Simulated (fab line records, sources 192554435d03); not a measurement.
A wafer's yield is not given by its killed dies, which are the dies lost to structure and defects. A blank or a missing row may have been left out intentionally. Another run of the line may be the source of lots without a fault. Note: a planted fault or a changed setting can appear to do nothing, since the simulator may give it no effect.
Split-lot study	flow n5_finfet	21 wafers read from 7 lots, route of 1938 steps

== ABOUT THE SPLIT ==
At N5_BEOL_M4_TRENCH_ETCH_37 (etches SiOC in C4F6/O2, target depth 55.555 nm, time 29.2 s), the setting time_s was moved away from the recipe's 29.2 s on 7 of the 21 wafers read, by -16.4% to +16.9%. For the rest of the wafers, this setting stayed at what the recipe calls for.

== FROM THE SPLIT TO THE READING: what the file shows between them, 13 steps ==
- N5_BEOL_M4_ETCH_41: etches SiCN in CH3F/O2, target depth 29.9 nm, time 52.5 s
- N5_BEOL_M4_STRIP_97: strips in N2/H2, time 10 s
- N5_BEOL_M4_OCD_MEAS_38
- N5_BEOL_M4_HM_STRIP_39: strips TiN in peroxide tin strip, target depth 25 nm, time 158 s
- N5_BEOL_M4_SRD_40: time 30 s
- N5_BEOL_M4_ECD_50: material Cu, target thk 300 nm
- N5_BEOL_M4_ANNEAL_51: time 90 s
- N5_BEOL_M4_CMP_52: polishes, stops on SiOC, t overpolish 6.8 s, target thk 40 nm
- N5_BEOL_M4_THK_MEAS_53: measures by xrf
- N5_BEOL_M4_PRE_CLEAN_60: time 15 s
- N5_BEOL_M4_CO_CAP_55: material Co, precursor CCTBA/H2, target thk 2 nm, time 102.1 s
- N5_BEOL_M4_PRE_CLEAN_56: time 15 s
- N5_BEOL_M4_DEP_57: deposits SiCN from 3MS/NH3, target thk 8 nm, time 14 s

== THE READING ==
Measured at N5_BEOL_M4_RS_MEAS_58 by four-point probe: M4_RS, in ohm/sq. A value of 0.68 ohm/sq with a standard deviation of 0.034 ohm/sq is what fault-free wafers of this fab line usually give.

wafer	tool, chamber at the split	time_s as run, s	against the recipe	M4_RS, ohm/sq	against lot-mates on the recipe
L075.2	rie_diel-03, 3	31.33	+7.3%	0.59	-0.08
L075.4	rie_diel-03, 2	29.2	recipe	0.66	-
L075.6	rie_diel-03, 2	29.2	recipe	0.67	-
L078.2	rie_diel-01, 0	29.2	recipe	0.72	-
L078.4	rie_diel-01, 2	29.2	recipe	0.67	-
L078.6	rie_diel-01, 2	34.13	+16.9%	0.51	-0.19
L080.3	rie_diel-01, 2	29.2	recipe	0.70	-
L080.4	rie_diel-01, 1	29.2	recipe	0.63	-
L080.6	rie_diel-01, 3	29.2	recipe	0.69	-
L076.3	rie_diel-05, 0	29.2	recipe	0.72	-
L076.4	rie_diel-05, 3	24.41	-16.4%	1.04	+0.31
L076.6	rie_diel-05, 0	29.2	recipe	0.74	-
L090.2	rie_diel-03, 3	29.2	recipe	0.70	-
L090.3	rie_diel-03, 2	29.2	recipe	0.67	-
L090.6	rie_diel-03, 2	29.2	recipe	0.64	-
L091.2	rie_diel-01, 0	27.15	-7.0%	0.82	no lot-mate on the recipe
L091.3	rie_diel-01, 2	27.15	-7.0%	0.79	no lot-mate on the recipe
L091.5	rie_diel-01, 1	27.15	-7.0%	0.75	no lot-mate on the recipe
L088.2	rie_diel-05, 2	29.2	recipe	0.67	-
L088.5	rie_diel-05, 0	29.2	recipe	0.72	-
L088.6	rie_diel-05, 3	31.56	+8.1%	0.61	-0.09

THE FIT
A straight line over all 21 wafers: M4_RS changes by -0.0148 ohm/sq for each +1% of time_s; r = -0.92; the points scatter about the line by 0.042 ohm/sq.
The same after taking each lot's own level away (the mean of its wafers on the recipe; 18 wafers): -0.0143 ohm/sq for each +1%; r = -0.95; scatter 0.032 ohm/sq.
Per that fit: largest time_s move, reading shift of 0.24 ohm/sq.
The span of the lots' own levels, 0.665 to 0.730 ohm/sq, comes to 1.9 times the standard deviation stated above.
The two slopes agree, so the slope changes little with the lot-to-lot level.
Check: -0.267 ohm/sq against its lot-mates is what the line predicts for one of the wafers moved furthest among these (+16.9%) when that wafer is left out of the fit. It came out at -0.185 ohm/sq against them.

== OTHER SPLITS APPLIED TO THESE WAFERS ==
These wafers also went through other splits before the reading. Each is held against what the fit with the lots' levels taken away leaves over:
other split on the same wafers	wafers away from the commonest value	r with M4_RS (lot level and that fit taken away)
N5_BEOL_M3_TRENCH_ETCH_37 time_s	9	+0.20

== THE WHOLE CHAIN: every reading that the file lists as answering this split, in the file's order ==
step	what it does	reading	change (the file's fit)	r (the file's)
N5_BEOL_M4_TRENCH_ETCH_37	etches SiOC in C4F6/O2, target depth 55.555 nm, time 29.2 s	etch.depth_nm (the simulator's own value, which no gauge read)	+0.549 nm for each +1% of the setting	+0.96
N5_BEOL_M4_TRENCH_ETCH_37	etches SiOC in C4F6/O2, target depth 55.555 nm, time 29.2 s	BEOL_M4.feature_depth_nm (the simulator's own value, which no gauge read)	+0.549 nm for each +1% of the setting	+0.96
N5_BEOL_M4_OCD_MEAS_38		trench_depth_nm	+0.566 nm for each +1% of the setting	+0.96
N5_BEOL_M4_CMP_52	polishes, stops on SiOC, t overpolish 6.8 s, target thk 40 nm	Cu_of_BEOL_M4_ECD_50.thk_nm (the simulator's own value, which no gauge read)	+0.59 nm for each +1% of the setting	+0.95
N5_BEOL_M4_THK_MEAS_53	measures by xrf	M4_THK	+0.598 for each +1% of the setting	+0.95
N5_BEOL_M4_RS_MEAS_58	measures by four-point-probe	M4_RS	-0.0143 for each +1% of the setting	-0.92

== FILE'S OWN FIT ==
M4_RS changes by -0.0143 ohm/sq for each +1% of time_s, r = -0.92.
